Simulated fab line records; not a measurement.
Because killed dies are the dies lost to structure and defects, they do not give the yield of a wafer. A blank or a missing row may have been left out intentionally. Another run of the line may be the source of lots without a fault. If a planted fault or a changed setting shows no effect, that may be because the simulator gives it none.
Split-lot study :: flow n5_finfet :: on a route of 1938 steps: 7 lots, 21 wafers read

THE SPLIT
At N5_FIN_SAQP_EXPOSE_13 (exposes mask FIN CORE, target cd 35.6 nm), the setting dose_mj was moved away from the recipe's 63.25 on 9 of the 21 wafers read, by -2.8% to +6.5%. The other wafers ran this setting at the recipe's value.

FROM THE SPLIT TO THE READING: what the file shows between them, 2 steps
- N5_FIN_SAQP_PEB_14: peb time 60 s
- N5_FIN_SAQP_DEVELOP_15: develop time 30 s

THE READING
cd_nm, in nm, at N5_FIN_SAQP_CD_MEAS_16 (target cd 35.6 nm). Fault-free wafers of this fab line usually give 35.6 nm, standard deviation 0.42 nm.

wafer: L075.1
tool, chamber at the split: arfi_scanner-02, 0
dose_mj as run: 63.25
against the recipe: recipe
cd_nm, nm: 35.6
against lot-mates on the recipe: -

wafer: L075.2
tool, chamber at the split: arfi_scanner-02, 0
dose_mj as run: 65.93
against the recipe: +4.2%
cd_nm, nm: 34.3
against lot-mates on the recipe: -1.3

wafer: L075.4
tool, chamber at the split: arfi_scanner-02, 0
dose_mj as run: 65.93
against the recipe: +4.2%
cd_nm, nm: 34.5
against lot-mates on the recipe: -1.1

wafer: L081.2
tool, chamber at the split: arfi_scanner-02, 0
dose_mj as run: 63.25
against the recipe: recipe
cd_nm, nm: 35.0
against lot-mates on the recipe: -

wafer: L081.4
tool, chamber at the split: arfi_scanner-02, 0
dose_mj as run: 63.25
against the recipe: recipe
cd_nm, nm: 35.4
against lot-mates on the recipe: -

wafer: L081.6
tool, chamber at the split: arfi_scanner-02, 0
dose_mj as run: 63.25
against the recipe: recipe
cd_nm, nm: 35.5
against lot-mates on the recipe: -

wafer: L084.1
tool, chamber at the split: arfi_scanner-03, 0
dose_mj as run: 61.49
against the recipe: -2.8%
cd_nm, nm: 36.4
against lot-mates on the recipe: +0.9

wafer: L084.5
tool, chamber at the split: arfi_scanner-03, 0
dose_mj as run: 63.25
against the recipe: recipe
cd_nm, nm: 35.8
against lot-mates on the recipe: -

wafer: L084.6
tool, chamber at the split: arfi_scanner-03, 0
dose_mj as run: 63.25
against the recipe: recipe
cd_nm, nm: 35.1
against lot-mates on the recipe: -

wafer: L086.1
tool, chamber at the split: arfi_scanner-01, 0
dose_mj as run: 66.62
against the recipe: +5.3%
cd_nm, nm: 34.0
against lot-mates on the recipe: -1.6

wafer: L086.4
tool, chamber at the split: arfi_scanner-01, 0
dose_mj as run: 63.25
against the recipe: recipe
cd_nm, nm: 35.4
against lot-mates on the recipe: -

wafer: L086.5
tool, chamber at the split: arfi_scanner-01, 0
dose_mj as run: 63.25
against the recipe: recipe
cd_nm, nm: 35.9
against lot-mates on the recipe: -

wafer: L090.1
tool, chamber at the split: arfi_scanner-01, 0
dose_mj as run: 63.25
against the recipe: recipe
cd_nm, nm: 35.9
against lot-mates on the recipe: -

wafer: L090.2
tool, chamber at the split: arfi_scanner-01, 0
dose_mj as run: 63.25
against the recipe: recipe
cd_nm, nm: 36.0
against lot-mates on the recipe: -

wafer: L090.4
tool, chamber at the split: arfi_scanner-01, 0
dose_mj as run: 63.25
against the recipe: recipe
cd_nm, nm: 35.5
against lot-mates on the recipe: -

wafer: L095.1
tool, chamber at the split: arfi_scanner-01, 0
dose_mj as run: 67.36
against the recipe: +6.5%
cd_nm, nm: 34.2
against lot-mates on the recipe: no lot-mate on the recipe

wafer: L095.2
tool, chamber at the split: arfi_scanner-01, 0
dose_mj as run: 67.36
against the recipe: +6.5%
cd_nm, nm: 34.8
against lot-mates on the recipe: no lot-mate on the recipe

wafer: L095.3
tool, chamber at the split: arfi_scanner-01, 0
dose_mj as run: 67.36
against the recipe: +6.5%
cd_nm, nm: 33.6
against lot-mates on the recipe: no lot-mate on the recipe

wafer: L096.1
tool, chamber at the split: arfi_scanner-03, 0
dose_mj as run: 66.91
against the recipe: +5.8%
cd_nm, nm: 34.6
against lot-mates on the recipe: -1.4

wafer: L096.2
tool, chamber at the split: arfi_scanner-03, 0
dose_mj as run: 63.25
against the recipe: recipe
cd_nm, nm: 36.0
against lot-mates on the recipe: -

wafer: L096.6
tool, chamber at the split: arfi_scanner-03, 0
dose_mj as run: 66.91
against the recipe: +5.8%
cd_nm, nm: 33.3
against lot-mates on the recipe: -2.7

THE FIT
A straight line over all 21 wafers: cd_nm changes by -0.252 nm for each +1% of dose_mj; r = -0.88; the points scatter about the line by 0.41 nm.
The same after taking each lot's own level away (the mean of its wafers on the recipe; 18 wafers): -0.328 nm for each +1%; r = -0.94; scatter 0.32 nm.
The reading moves by 2.1 nm for the largest change in dose_mj, on that fit.
From 35.30 to 36.00 nm: that is the span of the lots' own levels, equal to 1.7 times the standard deviation above.
In other words, the slope is changed by the lot-to-lot level; the two fits disagree.
Check: for one of the wafers moved furthest among these (+5.8%), held out of the fit, the line's prediction against its lot-mates is -2.04 nm. Against them it came out at -1.4 nm.

ADDITIONAL SPLITS CARRIED BY THESE WAFERS
These wafers also went through other splits before the reading. Each is held against what the fit with the lots' levels taken away leaves over:
other split on the same wafers: N5_ZERO_LAYER_PECVD_02 time_s
wafers away from the commonest value: 8
r with cd_nm (lot level and that fit taken away): +0.23

other split on the same wafers: N5_ZERO_LAYER_COAT_05 spin_rpm
wafers away from the commonest value: 7
r with cd_nm (lot level and that fit taken away): -0.38

other split on the same wafers: N5_FIN_SAQP_PECVD_06 time_s
wafers away from the commonest value: 6
r with cd_nm (lot level and that fit taken away): +0.01

FILE'S OWN FIT
cd_nm changes by -0.326 nm for each +1% of dose_mj, r = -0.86.
